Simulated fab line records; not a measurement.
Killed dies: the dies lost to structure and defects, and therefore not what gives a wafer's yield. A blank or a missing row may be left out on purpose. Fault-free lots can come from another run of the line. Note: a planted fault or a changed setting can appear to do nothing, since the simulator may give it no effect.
fab line records + flow nand_harc
record:
- lots: 6
- wafers: 18
- last_day: 23
route steps=1159 shown P_GATE@114 END@1159
lots with no fault: from the same line, run without faults
start_h: the number of hours between the record's first day and the start of the first shown wafer of the lot + wait_h: how many hours have passed since the lot's step before this one + " the same as in the row above + L1.1+2: a single row standing in for several wafers + - value missing, or start not given + * or withheld: withheld + < > ~ a bound
route shown NAME@n: names a module that has steps shown in the file, with the first one's number in the route + usual: mean and standard deviation over wafers with no fault + same: alike in all rows + chamber/n: place in a boat + sites: the reading at each site + _std_site: standard deviation of those values + _edge_site: mean of outer sites minus mean of inner sites + radius_mm: how far each site lies from the wafer's centre + mask NAME#n: copy n + behind: the last tool/chamber to shape the wafer + hold: reason for holding the lot/hours on hold/outcome of the hold + device: the transistor (n, p or np) that didn't switch + end of line: tests run on the same wafers once the route is complete + where a step has no rows: the recipe by itself + killed: at the first sort, the dies lost to defects and structure; wafer yield is something else + map: a wafer's dies, marking killed ones x, the rest . and places with no die _
set.NAME: the run value of the setting; set.NAME@STEP: its run value at that earlier step + model.NAME: the simulator's own value behind a step, which no gauge read
certain route steps with their lots: each step a table, each wafer a row
services: when a tool's chamber went out of use (start_h, in hours from the record's first day, below 0 if earlier), for how many hours, and the reason
== steps ==
step: NHARC_P_GATE_DEHYDRATE_03
recipe:
- temp_c: 150
- time_s: 120
step: NHARC_P_GATE_HMDS_04
recipe:
- time_s: 30
step: NHARC_P_GATE_COAT_05
recipe:
- spin_rpm: 4690
step: NHARC_P_GATE_SOFTBAKE_06
recipe:
- temp_c: 122
- time_s: 95
step: NHARC_P_GATE_EBR_07
step: NHARC_P_GATE_EXPOSE_08
recipe:
- na: 0.6
- dose_mj: 16.75
- mask_id: P_HV
step: NHARC_P_GATE_PEB_09
recipe:
- peb_temp_c: 118
- peb_time_s: 85
step: NHARC_P_GATE_DEVELOP_10
recipe:
- time_s: 70
step: NHARC_P_GATE_CD_MEAS_11
recipe:
- target_cd_nm: 1640
- landing_energy_ev: 500
usual:
- cd_nm: 1639.9/1.1
| lot.wafer | tool      | chamber | start_h | wait_h | cd_nm  |
|-----------|-----------|---------|---------|--------|--------|
| L145.2    | cd_sem-01 | 0       | 116.97  | -      | 1642.0 |
| L145.3    | "         | 0       | "       | "      | 1642.5 |
| L145.4    | "         | 0       | "       | "      | 1640.6 |
| L150.1    | cd_sem-01 | 0       | 151.96  | -      | 1640.5 |
| L150.3    | "         | 0       | "       | "      | 1639.8 |
| L150.4    | "         | 0       | "       | "      | 1638.4 |
| L151.2    | cd_sem-02 | 0       | 156.14  | -      | 1641.1 |
| L151.3    | "         | 0       | "       | "      | 1639.7 |
| L151.5    | "         | 0       | "       | "      | 1640.4 |
| L153.1    | cd_sem-01 | 0       | 156.30  | -      | 1639.9 |
| L153.2    | "         | 0       | "       | "      | 1638.9 |
| L153.5    | "         | 0       | "       | "      | 1641.0 |
| L155.2    | cd_sem-03 | 0       | 172.30  | -      | 1638.9 |
| L155.4    | "         | 0       | "       | "      | 1639.2 |
| L155.5    | "         | 0       | "       | "      | 1638.5 |
| L154.2    | cd_sem-02 | 0       | 172.45  | -      | 1640.5 |
| L154.3    | "         | 0       | "       | "      | 1639.3 |
| L154.4    | "         | 0       | "       | "      | 1638.5 |
step: NHARC_P_GATE_HARDBAKE_12
recipe:
- temp_c: 125
- time_s: 80
step: NHARC_P_GATE_DESCUM_13
recipe:
- time_s: 3
- o2_flow_sccm: 200
- ar_flow_sccm: 0
- bias_power_w: 0
- chemistry: O2
usual:
- drypump_motor_current_A: 5.8/0.54
- oes_product_au: 0.999/0.0064
- rf_vpp_V: 57.9/0.87
- showerhead_plenum_p_Torr: 1.94/0.09
- throttle_valve_pct: 11.310/0.0088
| lot.wafer | tool        | chamber | start_h | wait_h | drypump_motor_current_A | oes_product_au | rf_hours_counter_h | rf_vpp_V | showerhead_plenum_p_Torr | throttle_valve_pct |
|-----------|-------------|---------|---------|--------|-------------------------|----------------|--------------------|----------|--------------------------|--------------------|
| L145.4    | rie_diel-05 | 0       | 117.13  | -      | 6.1                     | 1.001          | 49                 | 58.0     | 2.06                     | 11.316             |
| L145.2    | "           | 2       | "       | "      | 5.6                     | 1.008          | 42                 | 56.7     | 1.94                     | 11.313             |
| L145.3    | "           | 3       | "       | "      | 6.2                     | 1.001          | 46                 | 57.3     | 1.95                     | 11.316             |
| L150.1    | rie_diel-06 | 0       | 152.29  | -      | 5.3                     | 1.000          | 15                 | 57.4     | 1.90                     | 11.305             |
| L150.3    | "           | 2       | "       | "      | 5.0                     | 1.008          | 9                  | 56.6     | 2.02                     | 11.316             |
| L150.4    | "           | 0       | "       | "      | 5.3                     | 1.000          | -                  | 57.1     | 1.90                     | 11.308             |
| L151.3    | rie_diel-06 | 1       | 156.30  | -      | 5.4                     | 1.003          | 11                 | 56.1     | 1.79                     | 11.318             |
| L151.2    | "           | 2       | "       | "      | 5.0                     | 1.014          | 10                 | 57.6     | 2.02                     | 11.312             |
| L151.5    | "           | 1       | "       | "      | 5.4                     | 1.002          | -                  | 57.1     | 1.79                     | 11.302             |
| L153.2    | rie_diel-13 | 0       | 156.48  | -      | 5.9                     | 0.989          | 20                 | 57.8     | 1.78                     | 11.301             |
| L153.1    | "           | 1       | "       | "      | 6.2                     | 1.005          | 20                 | 58.8     | 1.88                     | 11.310             |
| L153.5    | "           | 2       | "       | "      | 5.8                     | 1.016          | -                  | 56.7     | 1.95                     | 11.306             |
| L155.2    | rie_diel-06 | 2       | 172.53  | -      | 5.0                     | 0.994          | 15                 | 59.0     | 2.02                     | 11.303             |
| L155.4    | "           | 0       | "       | "      | 5.3                     | 0.991          | 22                 | 57.7     | 1.90                     | 11.305             |
| L155.5    | "           | 2       | "       | "      | 5.0                     | 0.997          | -                  | 58.4     | 2.02                     | 11.312             |
| L154.3    | rie_diel-06 | 2       | 172.94  | -      | 5.0                     | 1.005          | 15                 | 58.0     | 2.02                     | 11.306             |
| L154.4    | "           | 0       | "       | "      | 5.3                     | 0.995          | 22                 | 58.5     | 1.90                     | 11.316             |
| L154.2    | "           | 1       | "       | "      | 5.5                     | 1.000          | 16                 | 57.8     | 1.79                     | 11.307             |
step: NHARC_P_GATE_ETCH_14
recipe:
- target_depth_a: 488
- chemistry: dHF
- material: SiO2
step: NHARC_P_GATE_STRIP_15
recipe:
- time_s: 780
- temp_c: 130
- chemistry: SPM
usual:
- bath_guard_temp_C: 130.1/0.5
- bath_heat_duty_pct: 15.0/1.7
| lot.wafer | tool         | chamber | start_h | wait_h | bath_guard_temp_C | bath_heat_duty_pct |
|-----------|--------------|---------|---------|--------|-------------------|--------------------|
| L145.2    | wet_bench-05 | 1       | 117.31  | 0.0    | 130.4             | 12.8               |
| L145.3    | "            | 3       | "       | "      | 130.2             | 14.7               |
| L145.4    | "            | 6       | "       | "      | 131.2             | 14.3               |
| L150.4    | wet_bench-01 | 5       | 152.50  | 0.0    | -                 | -                  |
| L150.3    | "            | 6       | "       | "      | -                 | -                  |
| L150.1    | "            | 1       | "       | "      | -                 | -                  |
| L151.5    | wet_bench-02 | 7       | 156.48  | 0.0    | -                 | -                  |
| L151.2    | "            | 1       | "       | "      | -                 | -                  |
| L151.3    | "            | 3       | "       | "      | -                 | -                  |
| L153.5    | wet_bench-01 | 0       | 156.66  | 0.0    | 130.5             | 18.2               |
| L153.1    | "            | 3       | "       | "      | 130.8             | 14.4               |
| L153.2    | "            | 5       | "       | "      | 130.3             | 13.9               |
| L155.2    | wet_bench-02 | 5       | 172.73  | 0.0    | 130.0             | 14.9               |
| L155.4    | "            | 6       | "       | "      | 129.7             | 14.1               |
| L155.5    | "            | 0       | "       | "      | 129.9             | 13.8               |
| L154.2    | wet_bench-01 | 3       | 173.11  | 0.0    | 130.6             | 12.9               |
| L154.4    | "            | 5       | "       | "      | 130.3             | 14.2               |
| L154.3    | "            | 7       | "       | "      | 129.8             | 13.2               |
step: NHARC_P_GATE_PRECLEAN_71
recipe:
- time_s: *
- temp_c: 50
- bath_age_min: 0
- chemistry: SC1
step: NHARC_END_SORT_01
recipe:
- temp_c: 25
usual:
- killed_at_array: 31/12
- killed_at_other: 0.6/0.85
- killed_at_periphery: 3.0/2.3
- killed_dies: 35/12
- killed_open: 3.2/1.9
- killed_short: 1.8/1.4
same:
- gross_dies: 677
| lot.wafer | tool      | chamber | start_h | wait_h | killed_at_array | killed_at_other | killed_at_periphery | killed_dies | killed_open | killed_short |
|-----------|-----------|---------|---------|--------|-----------------|-----------------|---------------------|-------------|-------------|--------------|
| L150.1    | prober-02 | 0       | 508.75  | 2.5    | 16              | 0               | 661                 | 677         | 2           | 0            |
| L150.3    | prober-02 | 0       | 510.31  | 3.1    | 17              | 0               | 660                 | 677         | 3           | 4            |
| L150.4    | prober-02 | 0       | 511.09  | 3.3    | 22              | 0               | 655                 | 677         | 2           | 0            |
| L151.2    | prober-02 | 0       | 542.31  | 2.8    | 33              | 0               | 644                 | 677         | 3           | 0            |
| L151.3    | prober-02 | 0       | 543.11  | 3.1    | 35              | 1               | 641                 | 677         | 3           | 2            |
| L151.5    | prober-02 | 0       | 544.70  | 3.7    | 30              | 0               | 647                 | 677         | 0           | 0            |
killed by level:class
L150.1 P_GATE:area_strip=661 A_CONTACT:chamber_film_flake=7 A_CHANNEL_HOLE_D1:chamber_film_flake=4 A_STAIRCASE:chamber_film_flake=3 A_CONTACT:geometric_particle:open=1 A_BLC:geometric_particle:open=1
L150.3 P_GATE:area_strip=657 A_CHANNEL_HOLE_D1:chamber_film_flake=5 A_STAIRCASE:chamber_film_flake=4 A_ONON_D1:geometric_particle:short=2 A_CONTACT:chamber_film_flake=2 P_CONTACT:geometric_particle:open=1 P_M0:geometric_particle:open=1 A_SOURCE_PLATE:geometric_particle:short=1
L150.4 P_GATE:area_strip=653 A_CHANNEL_HOLE_D1:chamber_film_flake=7 A_CONTACT:chamber_film_flake=7 A_STAIRCASE:chamber_film_flake=4 A_SGD_CUT:chamber_film_flake=3 P_CONTACT:geometric_particle:open=1 A_M0:geometric_particle:open=1 P_GATE:chamber_film_flake=1
L151.2 P_GATE:area_strip=642 A_SLIT:chamber_film_flake=19 A_CONTACT:chamber_film_flake=5 A_STAIRCASE:chamber_film_flake=4 A_CHANNEL_HOLE_D1:chamber_film_flake=2 P_M0:geometric_particle:open=1 P_M2:geometric_particle:open=1 A_ONON_D1:geometric_particle:open=1
L151.3 P_GATE:area_strip=641 A_SLIT:chamber_film_flake=16 A_STAIRCASE:chamber_film_flake=7 A_CHANNEL_HOLE_D1:chamber_film_flake=5 A_M0:geometric_particle:open=2 A_CONTACT:chamber_film_flake=2 A_CHANNEL_FILL_D1:geometric_particle:short=1 A_WL_FILL:geometric_particle:open=1
L151.5 P_GATE:area_strip=646 A_SLIT:chamber_film_flake=17 A_CHANNEL_HOLE_D1:chamber_film_flake=4 A_STAIRCASE:chamber_film_flake=4 A_CHANNEL_FILL_D1:chamber_film_flake=3 A_CONTACT:chamber_film_flake=2 P_STI:chamber_film_flake=1
map L150.1 (x killed, . not)
____________x____________
_________xxxxxxx_________
_______xxxxxxxxxxx_______
______xxxxxxxxxxxxx______
_____xxxxxxxxxxxxxxx_____
____xxxxxxxxxxxxxxxxx____
____xxxxxxxxxxxxxxxxx____
___xxxxxxxxxxxxxxxxxxx___
___xxxxxxxxxxxxxxxxxxx___
__xxxxxxxxxxxxxxxxxxxxx__
__xxxxxxxxxxxxxxxxxxxxx__
_xxxxxxxxxxxxxxxxxxxxxxx_
_xxxxxxxxxxxxxxxxxxxxxxx_
_xxxxxxxxxxxxxxxxxxxxxxx_
_xxxxxxxxxxxxxxxxxxxxxxx_
_xxxxxxxxxxxxxxxxxxxxxxx_
xxxxxxxxxxxxxxxxxxxxxxxxx
xxxxxxxxxxxxxxxxxxxxxxxxx
xxxxxxxxxxxxxxxxxxxxxxxxx
xxxxxxxxxxxxxxxxxxxxxxxxx
xxxxxxxxxxxxxxxxxxxxxxxxx
_xxxxxxxxxxxxxxxxxxxxxxx_
_xxxxxxxxxxxxxxxxxxxxxxx_
_xxxxxxxxxxxxxxxxxxxxxxx_
_xxxxxxxxxxxxxxxxxxxxxxx_
_xxxxxxxxxxxxxxxxxxxxxxx_
__xxxxxxxxxxxxxxxxxxxxx__
__xxxxxxxxxxxxxxxxxxxxx__
___xxxxxxxxxxxxxxxxxxx___
___xxxxxxxxxxxxxxxxxxx___
____xxxxxxxxxxxxxxxxx____
____xxxxxxxxxxxxxxxxx____
_____xxxxxxxxxxxxxxx_____
______xxxxxxxxxxxxx______
_______xxxxxxxxxxx_______
_________xxxxxxx_________
____________x____________
map L151.2 (x killed, . not)
____________x____________
_________xxxxxxx_________
_______xxxxxxxxxxx_______
______xxxxxxxxxxxxx______
_____xxxxxxxxxxxxxxx_____
____xxxxxxxxxxxxxxxxx____
____xxxxxxxxxxxxxxxxx____
___xxxxxxxxxxxxxxxxxxx___
___xxxxxxxxxxxxxxxxxxx___
__xxxxxxxxxxxxxxxxxxxxx__
__xxxxxxxxxxxxxxxxxxxxx__
_xxxxxxxxxxxxxxxxxxxxxxx_
_xxxxxxxxxxxxxxxxxxxxxxx_
_xxxxxxxxxxxxxxxxxxxxxxx_
_xxxxxxxxxxxxxxxxxxxxxxx_
_xxxxxxxxxxxxxxxxxxxxxxx_
xxxxxxxxxxxxxxxxxxxxxxxxx
xxxxxxxxxxxxxxxxxxxxxxxxx
xxxxxxxxxxxxxxxxxxxxxxxxx
xxxxxxxxxxxxxxxxxxxxxxxxx
xxxxxxxxxxxxxxxxxxxxxxxxx
_xxxxxxxxxxxxxxxxxxxxxxx_
_xxxxxxxxxxxxxxxxxxxxxxx_
_xxxxxxxxxxxxxxxxxxxxxxx_
_xxxxxxxxxxxxxxxxxxxxxxx_
_xxxxxxxxxxxxxxxxxxxxxxx_
__xxxxxxxxxxxxxxxxxxxxx__
__xxxxxxxxxxxxxxxxxxxxx__
___xxxxxxxxxxxxxxxxxxx___
___xxxxxxxxxxxxxxxxxxx___
____xxxxxxxxxxxxxxxxx____
____xxxxxxxxxxxxxxxxx____
_____xxxxxxxxxxxxxxx_____
______xxxxxxxxxxxxx______
_______xxxxxxxxxxx_______
_________xxxxxxx_________
____________x____________
== services ==
| tool        | chamber | start_h | hours | kind       |
|-------------|---------|---------|-------|------------|
| rie_diel-05 | 0       | 94.69   | -     | clean      |
| rie_diel-05 | 1       | 94.69   | -     | clean      |
| rie_diel-05 | 2       | 94.69   | -     | clean      |
| rie_diel-05 | 3       | 94.69   | -     | clean      |
| rie_diel-06 | 0       | 98.08   | -     | clean      |
| rie_diel-06 | 1       | 98.08   | -     | clean      |
| rie_diel-06 | 2       | 98.08   | -     | clean      |
| rie_diel-06 | 3       | 98.08   | -     | clean      |
| rie_diel-13 | -       | 99.07   | 9.0   | pm         |
| rie_diel-13 | 0       | 99.07   | 9.0   | vent_cycle |
| rie_diel-06 | 1       | 118.90  | 36.4  | repair     |
| rie_diel-06 | 0       | 122.58  | -     | clean      |
| rie_diel-06 | 2       | 122.58  | -     | clean      |
| rie_diel-06 | 3       | 122.58  | -     | clean      |
| rie_diel-06 | 0       | 131.80  | 9.3   | repair     |
| rie_diel-13 | 3       | 135.60  | 88.1  | repair     |
| rie_diel-06 | 0       | 147.43  | -     | clean      |
| rie_diel-06 | 2       | 147.43  | -     | clean      |
| rie_diel-06 | 3       | 147.43  | -     | clean      |
| rie_diel-05 | -       | 164.39  | 9.0   | pm         |
| rie_diel-06 | 0       | 171.99  | -     | clean      |
| rie_diel-06 | 1       | 171.99  | -     | clean      |
| rie_diel-06 | 2       | 171.99  | -     | clean      |
| rie_diel-06 | 3       | 171.99  | -     | clean      |
== key ==
first_sign:
- step: NHARC_P_GATE_STRIP_15
- reading: tool_record
- direction: missing
effect:
- step: NHARC_END_SORT_01
- reading: killed_at_periphery
- direction: up
- sigmas: 99+
- usual: 3.0
- struck: 651.3
more_kills_born_at:
- NHARC_P_GATE_STRIP_15@wet_bench-01: 1971
- NHARC_P_GATE_STRIP_15@wet_bench-02: 1929
met_at NHARC_P_GATE_STRIP_15
struck_wafers L150.1,L150.3,L150.4,L151.2,L151.3,L151.5
later_rows_left_out L150.1,L150.3,L150.4,L151.2,L151.3,L151.5
tester_left_out L150,L151
fault:
- kind: skipped_step_whole
- tool: wet_bench-01,wet_bench-02
- chamber: -
- onset_h: 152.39
- steps: NHARC_P_GATE_STRIP_15
- scope: struck_lots_only
tester_left_out: of these lots the tester's yield and bins aren't shown, on N5 and GAA mostly nor the transistor test; their killed dies are dies lost to structure and defects alone, not to doping, threshold or leakage, so they don't give the yield
later_rows_left_out: the simulator's readings of these wafers behind a module that went badly wrong aren't trusted and aren't shown, but for the sort
